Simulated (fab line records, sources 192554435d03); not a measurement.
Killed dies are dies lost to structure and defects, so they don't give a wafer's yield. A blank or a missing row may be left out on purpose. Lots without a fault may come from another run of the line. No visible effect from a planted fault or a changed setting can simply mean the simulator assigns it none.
fab line records -- flow n5-finfet
record lots=3, wafers=9, last-day=15
route steps=1938 shown SD_EPI_N@281 SD_EPI_P@295 BEOL_M4@1111 PASSIVATION@1936
lots that met no fault: from a run of the same line without faults
start-h: hours from the record's opening day to when the first of the lot's shown wafers began -- wait-h: time in hours since the lot's previous step -- " unchanged from the row above -- L1.1+2: a single row standing in for several wafers -- - no value, or no start was given -- * or withheld: withheld -- < > ~ a bound
route shown NAME@n: a module of which the file shows steps, and the number in the route of the first -- usual: mean and standard deviation over wafers with no fault -- same: alike in all rows -- chamber/n: place in a boat -- sites: the reading at each site -- _std_site: how widely they spread, as a standard deviation -- _edge_site: outer sites' mean less inner sites' -- radius-mm: how far each site lies from the wafer's centre -- mask NAME#n: copy n -- behind: the most recent tool/chamber to have shaped the wafer -- hold: why the lot was held/for how many hours/how that ended -- device: the n, p or np transistor that did not switch -- end of line: at the end of the route, the tests of the same wafers -- where a step has no rows: the recipe by itself -- killed: the dies lost at the first sort to structure and to defects; this is not the yield of the wafer -- map: per-die view of a wafer (x killed, . not killed, _ where there is no die)
set.NAME: the setting the step ran with; set.NAME@STEP: the setting that earlier step ran with -- model.NAME: the simulator's own value behind a step, which no gauge read
lots at some steps of the route; a table a step, a row a wafer
services: when a tool's chamber went out of use (start-h, in hours from the record's first day, below 0 if earlier), for how many hours, and the reason
## steps
# step N5_SD_EPI_N_SD_RECESS_17
# recipe chemistry=HBr/Cl2/O2, target-depth-a=410, mask-material=SOC, time-s=23.7, bt-time-s=3, pressure-mtorr=10, icp-w=800, bias-w=112, HBr_flow_sccm=150, Cl2_flow_sccm=80, O2_flow_sccm=12
# step N5_SD_EPI_N_STRIP_38
# recipe chemistry=N2/H2, power-w=1000, temp-c=250, h2-frac=0.65, overash-fraction=0.3, pressure-mtorr=withheld, n2-flow-sccm=1750, h2-flow-sccm=3250
# step N5_SD_EPI_N_WET_ETCH_43
# recipe chemistry=dHF, dilution=withheld, time-s=14, target=SiO2, target-depth-a=15, temp-c=25
# step N5_SD_EPI_N_STRIP_18
# recipe chemistry=SPM, time-s=750, temp-c=130, h2so4-h2o2-vol-ratio=4
# step N5_SD_EPI_N_SRD_20
# recipe dry=ipa-marangoni, do-ppb=5, time-s=30, temp-c=23, rinse-liquid=diw
# step N5_SD_EPI_N_PRECLEAN_48
# recipe chemistry=NF3:NH3, afs-cycles=2, temp-c=30, time-s=20, sublimation-temp-c=180, sublimation-time-s=60, pressure-torr=3, rf-power-w=30
# step N5_SD_EPI_N_VAPOR_ETCH_50
# recipe chemistry=HCl, target=Si, temp-c=775, time-s=54, pressure-torr=20, mode=isotropic
# step N5_SD_EPI_N_EPI_21
# recipe material=Si:P, dopant=P, temp-c=680, pressure-torr=255, time-s=690
# step N5_SD_EPI_N_PRECLEAN_24
# recipe chemistry=O3/DIW, time-s=60, temp-c=22, o3-ppm=10
# step N5_SD_EPI_N_SRD_25
# recipe time-s=30, temp-c=23, rinse-liquid=diw, dry=ipa-marangoni
# step N5_SD_EPI_N_PRECLEAN_49
# recipe chemistry=NF3:NH3, afs-cycles=1, temp-c=30, time-s=20, sublimation-temp-c=180, sublimation-time-s=60, pressure-torr=3, rf-power-w=30
# step N5_SD_EPI_N_LINER_46
# recipe material=SiNx, target-thk-a=30, temp-c=400, ald-precursor-family=SiH2I2, ald-co-reactant=N2/H2-plasma, pressure-torr=2
# usual chamber-pressure-Torr=2.000/0.0045, heater-power-w=830/68
lot.wafer,tool,chamber,start-h,wait-h,chamber-pressure-Torr,heater-power-w,model.SiNx_of_SD_EPI_N_LINER_46.thk-nm
L315.1,ald-sin-04,1,77.71,0.2,1.998,809,3
L315.4,ald-sin-04,0,77.71,0.2,2.001,883,3
L315.6,ald-sin-04,0,77.71,0.2,1.997,873,3
L322.2,ald-sin-04,0,121.89,0.1,1.998,854,3
L322.4,ald-sin-04,1,121.89,0.1,2.002,831,3.6
L322.6,ald-sin-04,2,121.89,0.1,1.997,898,3
L326.1,ald-sin-03,1,144.26,0.2,1.996,802,3
L326.2,ald-sin-03,2,144.26,0.2,2.004,793,3
L326.5,ald-sin-03,2,144.26,0.2,1.999,800,3
# step N5_SD_EPI_P_COAT_34
# recipe resist=SOC, temp-c=250, time-s=60, spin-rpm=1500, resist-thk-nm=350
# step N5_SD_EPI_P_COAT_35
# recipe resist=SiARC, temp-c=220, time-s=60, spin-rpm=1500, resist-thk-nm=35
# step N5_SD_EPI_P_COAT_03
# recipe resist=CAR-ArF-block, spin-rpm=1500, resist-thk-nm=150
# step N5_SD_EPI_P_EBR_05
# recipe solvent=PGMEA, ebr-width-mm=1.5
# step N5_SD_EPI_P_SOFTBAKE_04
# recipe temp-c=110, time-s=60, resist=CAR-ArF-block
# step N5_SD_EPI_P_EXPOSE_06
# recipe mask-id=SD_P_BLK, na=1.35, source-shape=conventional, sigma-outer=0.8, polarization=unpolarized, target-cd-nm=240, dose-mj=39.5
# step N5_SD_EPI_P_PEB_07
# recipe peb-temp-c=110, peb-time-s=60, resist=CAR-ArF-block
# step N5_SD_EPI_P_DEVELOP_08
# recipe develop-time-s=30, developer=TMAH, resist=CAR-ArF-block, dev-temp-c=23, rinse-liquid=diw, dry=air-spin
# step N5_SD_EPI_P_DESCUM_14
# recipe chemistry=O2, time-s=7.9, source-power-w=50, bias-power-w=20, pressure-mtorr=20, rf-frequency-hz=2.712e+07, temp-c=40, resist=CAR-ArF-block, o2-flow-sccm=225
# step N5_SD_EPI_P_ETCH_36
# recipe chemistry=CF4, target=SiARC, target-depth-a=455, mask-material=CAR-ArF-block, time-s=75.8, ion-energy-ev=80, pressure-mtorr=40, source-w=545, bias-w=36, Ar_flow_sccm=100, cf4-flow-sccm=100, ends=cleared
# step N5_SD_EPI_P_ETCH_37
# recipe chemistry=N2/H2, target=SOC, overetch-a=1080, mask-material=SiARC, temp-c=40, ion-energy-ev=100, source-w=3000, bias-w=133, pressure-mtorr=20, time-s=486, n2-flow-sccm=200, h2-flow-sccm=200, ends=end-point
# step N5_SD_EPI_P_STRIP_38
# recipe chemistry=N2/H2, temp-c=40, n2-flow-sccm=200, h2-flow-sccm=200, rf-frequency-hz=6e+07
# step N5_SD_EPI_P_ETCHBACK_46
# recipe chemistry=CH3F/O2, mode=anisotropic-etchback, target=SiNx, target-depth-a=175, stop-on=SiO2, over-etch-frac=0.3, ion-energy-ev=120, pressure-mtorr=30, source-w=395, bias-w=73, Ar_flow_sccm=150, CH3F_flow_sccm=30, O2_flow_sccm=20
# step N5_SD_EPI_P_ETCH_47
# recipe chemistry=CH3F/O2, target=SiOCN, target-depth-a=250, mask-material=SOC, ion-energy-ev=60, bias-w=29, pressure-mtorr=30, source-w=410, Ar_flow_sccm=150, CH3F_flow_sccm=30, O2_flow_sccm=20
# step N5_SD_EPI_P_ETCH_16
# recipe chemistry=CHF3/O2, target=SiO2, target-depth-a=50, mask-material=SOC, pressure-mtorr=30, source-w=650, bias-w=170, Ar_flow_sccm=200, CHF3_flow_sccm=50, O2_flow_sccm=5, ion-energy-ev=200
# step N5_SD_EPI_P_STRIP_50
# recipe chemistry=CHF3/O2, resist=SiARC, rf-frequency-hz=6e+07
# step N5_SD_EPI_P_SD_RECESS_17
# recipe chemistry=HBr/Cl2/O2, target-depth-a=391, bt-time-s=3, pressure-mtorr=10, icp-w=800, bias-w=112, HBr_flow_sccm=150, Cl2_flow_sccm=80, O2_flow_sccm=12
# step N5_SD_EPI_P_WET_ETCH_45
# recipe chemistry=dHF, dilution=withheld, time-s=10.7, target=SiO2, target-depth-a=20, temp-c=25, dry=ipa-marangoni, rinse-time-s=30, rinse-temp-c=23
# step N5_SD_EPI_P_STRIP_40
# recipe chemistry=N2/H2, power-w=1000, temp-c=250, h2-frac=0.65, overash-fraction=0.3, pressure-mtorr=withheld, n2-flow-sccm=1750, h2-flow-sccm=3250
# step N5_SD_EPI_P_PRECLEAN_52
# recipe chemistry=O3/DIW, time-s=60, temp-c=22, o3-ppm=10
# step N5_SD_EPI_P_SRD_20
# recipe dry=ipa-marangoni, do-ppb=5, time-s=30, temp-c=23, rinse-liquid=diw
# step N5_SD_EPI_P_PRECLEAN_51
# recipe chemistry=NF3:NH3, afs-cycles=1, temp-c=30, time-s=20, sublimation-temp-c=180, sublimation-time-s=60, pressure-torr=3, rf-power-w=30
# usual chamber-pressure-Torr=3.000/0.0064
lot.wafer,tool,chamber,start-h,wait-h,chamber-pressure-Torr,model.SiNx_of_SD_EPI_N_LINER_46.thk-nm
L315.1,epi-rpcvd-03,0,79.46,0.0,3.007,2.6
L315.4,epi-rpcvd-03,0,79.46,0.0,2.997,2.6
L315.6,epi-rpcvd-03,0,79.46,0.0,3.009,2.6
L322.2,epi-rpcvd-03,0,123.52,0.1,2.987,2.6
L322.4,epi-rpcvd-03,0,123.52,0.1,2.996,3.2
L322.6,epi-rpcvd-03,0,123.52,0.1,2.990,2.6
L326.1,epi-rpcvd-04,0,145.86,0.0,3.004,2.6
L326.2,epi-rpcvd-04,0,145.86,0.0,3.005,2.6
L326.5,epi-rpcvd-04,0,145.86,0.0,2.998,2.6
# step N5_SD_EPI_P_VAPOR_ETCH_44
# recipe chemistry=NF3/Ar, target=SiGe30, temp-c=25, time-s=3.3, mode=isotropic
# step N5_SD_EPI_P_EPI_21
# recipe material=SiGe:B, dopant=B, temp-c=550, pressure-torr=20, ambient=H2, time-s=355
# step N5_BEOL_M4_RC_MEAS_101
# usual DIBL_N=36.7/2.4, DIBL_P=37.4/2.9, IOFF_N=0.18/0.05, IOFF_P=0.23/0.058, ION_N=683/16, ION_P=467/11, REXT_P=100.3/2.2, SS_N=71.7/0.77, SS_P=73.5/0.87, VT_N=249/4.3, VT_P=-250/4.4
lot.wafer,tool,chamber,start-h,wait-h,DIBL_N[mV/V],DIBL_P[mV/V],IOFF_N[nA/um],IOFF_P[nA/um],ION_N[uA/um],ION_P[uA/um],REXT_P[ohm.um],SS_N[mV/dec],SS_P[mV/dec],VT_N[mV],VT_P[mV]
L315.1,prober-01,0,190.35,0.0,36.2,35.5,0.15,0.18,672,460,104.2,71.6,72.8,251,-253
L315.4,prober-01,0,190.35,0.0,33.7,31.3,0.10,0.13,630,433,103.1,71.2,72.3,261,-259
L315.6,prober-01,0,190.35,0.0,34.1,33.4,0.13,0.16,696,468,101.1,70.8,72.5,250,-254
L322.2,prober-01,0,227.88,0.2,34.2,33.1,0.12,0.16,663,450,98.0,70.7,71.7,252,-256
L322.4,prober-01,0,227.88,0.2,41.9,40.4,0.29,0.24,713,464,107.8,72.8,75.1,244,-251
L322.6,prober-01,0,227.88,0.2,38.9,40.5,0.22,0.27,702,475,99.4,72.2,73.4,242,-251
L326.1,prober-01,0,251.47,0.0,34.5,33.6,0.14,0.18,670,458,102.9,71.1,72.3,254,-251
L326.2,prober-01,0,251.47,0.0,39.5,40.5,0.26,0.28,701,471,105.8,72.4,74.9,245,-247
L326.5,prober-01,0,251.47,0.0,37.0,37.1,0.21,0.22,695,464,105.8,71.6,73.4,245,-251
# step N5_PASSIVATION_PROBE_49
# usual defect-limited-yield=91.4/1.6, killed_at_M0_to_M3=31/11, killed_at_M4_up=14/5.7, killed-at-contacts=12/6, killed-at-front-end=41/13, killed-at-other=3.3/2.8, killed-dies=101/19, killed-open=67/14, killed-short=33/8.2, sort_bin_4_leakage=0.0/0.37, sort_bin_5_function=5.0/1.1, sort_bin_6_memory=3.3/0.74, sort_bin_8_speed=0.0/0.36, sort-n-pass=1078/20, sort-yield-pct=91.3/1.7
# same gross-dies=1180, killed-at-back-side=0
lot.wafer,tool,chamber,start-h,wait-h,defect-limited-yield[%],killed_at_M0_to_M3,killed_at_M4_up,killed-at-contacts,killed-at-front-end,killed-at-other,killed-dies,killed-open,killed-short,sort_bin_4_leakage[%],sort_bin_5_function[%],sort_bin_6_memory[%],sort_bin_8_speed[%],sort-n-pass,sort-yield-pct[%]
L326.1,prober-01,-,364.60,0.0,95.5,13,4,10,22,4,53,39,14,0,2.6,1.6,0,1127,95.5
L326.2,prober-01,-,364.65,0.1,94.7,16,12,6,26,2,62,33,28,0.1,3.3,1.9,0,1117,94.7
L326.5,prober-01,-,364.80,0.2,91.3,33,8,10,52,0,103,71,32,0,5.1,3.4,0,1077,91.3
# killed by level:class
L326.1 MOL_CONTACT_COAG:geometric-particle:open=8 STI_FIN_REVEAL:geometric-particle:open=7 STARTING-WAFER:geometric-particle:short=5 BEOL_M2:geometric-particle:open=3 BEOL_M4:geometric-particle:open=3 MIM_BOT:geometric-particle:open=3 DUMMY_GATE:geometric-particle:open=2 MOL_CONTACT_COAG:geometric-particle:short=2
L326.2 FIN_SAQP:geometric-particle:short=5 BEOL_M3:geometric-particle:open=5 DUMMY_GATE:geometric-particle:open=4 MOL_CONTACT_COAG:geometric-particle:open=4 STI_FIN_REVEAL:geometric-particle:short=3 ILD0:geometric-particle:open=3 GATE_CUT:geometric-particle:short=3 GATE_CUT:geometric-particle:open=3
L326.5 STI_FIN_REVEAL:geometric-particle:open=15 FIN_SAQP:geometric-particle:open=12 FIN_SAQP:geometric-particle:short=11 BEOL_M3:geometric-particle:open=11 MOL_CONTACT_COAG:geometric-particle:open=8 BEOL_M0_SAQP:geometric-particle:short=8 BEOL_M0_SAQP:geometric-particle:open=8 DUMMY_GATE:geometric-particle:open=6
## services
tool,chamber,start-h,hours,kind
ald-sin-04,-,85.37,14.0,pm
ald-sin-04,0,85.37,14.0,vent-cycle
ald-sin-04,1,85.37,14.0,vent-cycle
ald-sin-04,2,85.37,14.0,vent-cycle
ald-sin-04,3,85.37,14.0,vent-cycle
ald-sin-04,0,99.37,-,clean
ald-sin-04,1,99.37,-,clean
ald-sin-04,2,99.37,-,clean
ald-sin-04,3,99.37,-,clean
## key
first-sign step=N5_BEOL_M4_RC_MEAS_101, reading=REXT_P, direction=up, sigmas=3.4, usual=100.3, struck=107.8
effect none on later readings
model-effect step=N5_SD_EPI_N_LINER_46, value=SiNx_of_SD_EPI_N_LINER_46.thk-nm, without=3, struck=3.6
model-effect step=N5_SD_EPI_P_PRECLEAN_51, value=SiNx_of_SD_EPI_N_LINER_46.thk-nm, without=2.6, struck=3.2
met-at N5_SD_EPI_N_LINER_46
struck-wafers L322.4
onset-between 77.71 121.89
fault kind=process-parameter-drift, tool=ald-sin-04, chamber=1, onset-h=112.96, steps=N5_SD_EPI_N_LINER_46, channel=target-thk-a, offset=*, shape=step, end-h=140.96, acts-in=*, stated=*
